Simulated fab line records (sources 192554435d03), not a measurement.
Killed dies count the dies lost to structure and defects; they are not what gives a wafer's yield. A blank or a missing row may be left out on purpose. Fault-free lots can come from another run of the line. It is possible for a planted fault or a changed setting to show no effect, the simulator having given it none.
A lot that was struck, set against a sound lot	flow n5 finfet	16 out of 1938 route steps
Sound: these wafers, L789.1, L789.3, L789.4. Struck: wafer L806.5. (L806.3, L806.6 of the same lot were not struck and are left out.) The cause comes at the end.
Order at every step that has rows: each side's tool, ch and its chambers, its first start. Under that, the readings that differ: sound wafers	struck wafers	difference of the means	sigmas: that difference in standard deviations of wafers without a fault.
alike: words and numbers the same on both sides, and readings whose means are apart by under 2 such deviations; not compared: readings that were withheld, readings missing a value for some wafer, numbers with overlapping values and no deviation given by the record, and bounds like >300 which may hide the same value.
A row with sigmas, a row that says differs or no value, or rows on one side alone: a step with any of these is where the two part. When numbers do not overlap yet have no deviation, they are printed without sigmas and do not part them. A reading missing from all wafers of one side parts the sides only when that side holds two or more wafers.

first, 6 steps without rows for these wafers: N5_BEOL_M3_COAT_22 (resist thk 30 nm); N5_BEOL_M3_EBR_24; N5_BEOL_M3_SOFTBAKE_23 (time 60 s); N5_BEOL_M3_EXPOSE_25 (exposes mask V2, defocus 5 nm); N5_BEOL_M3_PEB_26 (peb time 60 s); N5_BEOL_M3_DEVELOP_27 (develop time 30 s).
N5_BEOL_M3_CD_MEAS_28: target cd 25.7 nm, target cd y 23.3 nm.
  sound on cd sem-01 ch 0, day 8 09:14; struck on cd sem-01 ch 0, day 11 22:59
  alike: cd nm
N5_BEOL_M3_OVL_MEAS_29:
  sound on overlay-02 ch 0, day 8 09:16; struck on overlay-02 ch 0, day 11 23:01
  alike: V2_OVL
N5_BEOL_M3_INSPECT_30: inspects for defects (brightfield).
  sound on defect inspect-02 at day 8 09:20; struck on defect inspect-01 at day 11 23:04
reading	sound	struck	difference	sigmas
raw defect count	321 372 387	633	+273	+2
N5_BEOL_M3_DESCUM_33: chemistry O2, time 7 s.
  sound on rie diel-01 ch 1,2,3, day 8 09:22; struck on rie diel-06 ch 0, day 11 23:06
reading	sound	struck	difference	sigmas
throttle valve pct (%)	20.54 20.12 20.63	19.83	-0.60	-2
  alike: drypump motor current A, oes product au, rf vpp V, showerhead plenum p Torr
  not compared: rf hours counter h
N5_BEOL_M3_ETCH_77: etches underlayer in N2/H2, target depth 6.5 nm, time 5.2 s.
  sound on rie diel-01 ch 1,2,3, day 8 09:23; struck on rie diel-06 ch 0, day 11 23:08
  alike: drypump motor current A, etch rf on time s, oes product au, rf vpp V, showerhead plenum p Torr, throttle valve pct
  not compared: rf hours counter h
N5_BEOL_M3_ETCH_69: etches SiARC in CF4, target depth 15.6 nm, time 26 s.
  sound on rie diel-01 ch 1,2,3, day 8 09:25; struck on rie diel-06 ch 0, day 11 23:09
  alike: drypump motor current A, etch rf on time s, mfc ar sccm, oes product au, rf vpp V, showerhead plenum p Torr, throttle valve pct
  not compared: rf hours counter h
N5_BEOL_M3_ALD_98: deposits SiO2, target thk 2.5 nm, pulse time 1 s, co reactant pulse time 1 s.
  sound on ald sin-01 ch 0,1,3, day 8 09:29; struck on ald sin-03 ch 1, day 11 23:14
reading	sound	struck	difference	sigmas
precursor pulse height rel	1.012 1.007 1.021	0.977	-0.036	-2
susceptor temp C (C)	100.01 99.98 99.78	105.47	+5.55	+43
  alike: heater power w
N5_BEOL_M3_ETCHBACK_99: etches SiO2 in CHF3, target depth 5 nm, time 10.4 s.
  sound on rie diel-06 ch 0,1,3, day 8 16:26; struck on rie diel-06 ch 1, day 12 05:46
  alike: drypump motor current A, mfc ar sccm, oes product au, rf vpp V, showerhead plenum p Torr, throttle valve pct
  not compared: rf hours counter h
N5_BEOL_M4_RC_MEAS_101:
  sound on prober-01 ch 0, day 9 11:01; struck on prober-02 ch 0, day 13 05:27
reading	sound	struck	difference	sigmas
DIBL_P (mV/V)	34.5 36.1 35.1	39.9	+4.7	+2
IOFF_N (nA/um)	0.13 0.15 0.13	0.21	+0.07	+2
SS_N (mV/dec)	70.6 70.9 71.3	72.5	+1.6	+2
SS_P (mV/dec)	73.1 73.7 73.3	75.2	+1.8	+3
VT_N (mV)	254 251 254	246	-7	-2
  alike: DIBL_N, IOFF_P, ION_N, ION_P, VT_P
-- the record jumps here: 5 days lie between the struck wafers' starts before and after (it left off in module BEOL_M4 and takes up again in module PASSIVATION, whose first step shown is number 1936 of the route) --
N5_PASSIVATION_PROBE_49:
  sound on prober-01 at day 14 05:11; struck on prober-01 at day 18 01:20
  alike: defect limited yield, killed_at_M0_to_M3, killed_at_M4_up, killed at contacts, killed at front end, killed at other, killed dies, killed open, killed short, sort_bin_5_function, sort_bin_6_memory, sort n pass, sort yield pct

== WHERE THEY PART ==
At N5_BEOL_M3_INSPECT_30 first; at N5_BEOL_M4_RC_MEAS_101 last (within this record only). Later steps at which nothing parts them and some readings are alike: N5_PASSIVATION_PROBE_49.

WHY: the cause the simulator had injected
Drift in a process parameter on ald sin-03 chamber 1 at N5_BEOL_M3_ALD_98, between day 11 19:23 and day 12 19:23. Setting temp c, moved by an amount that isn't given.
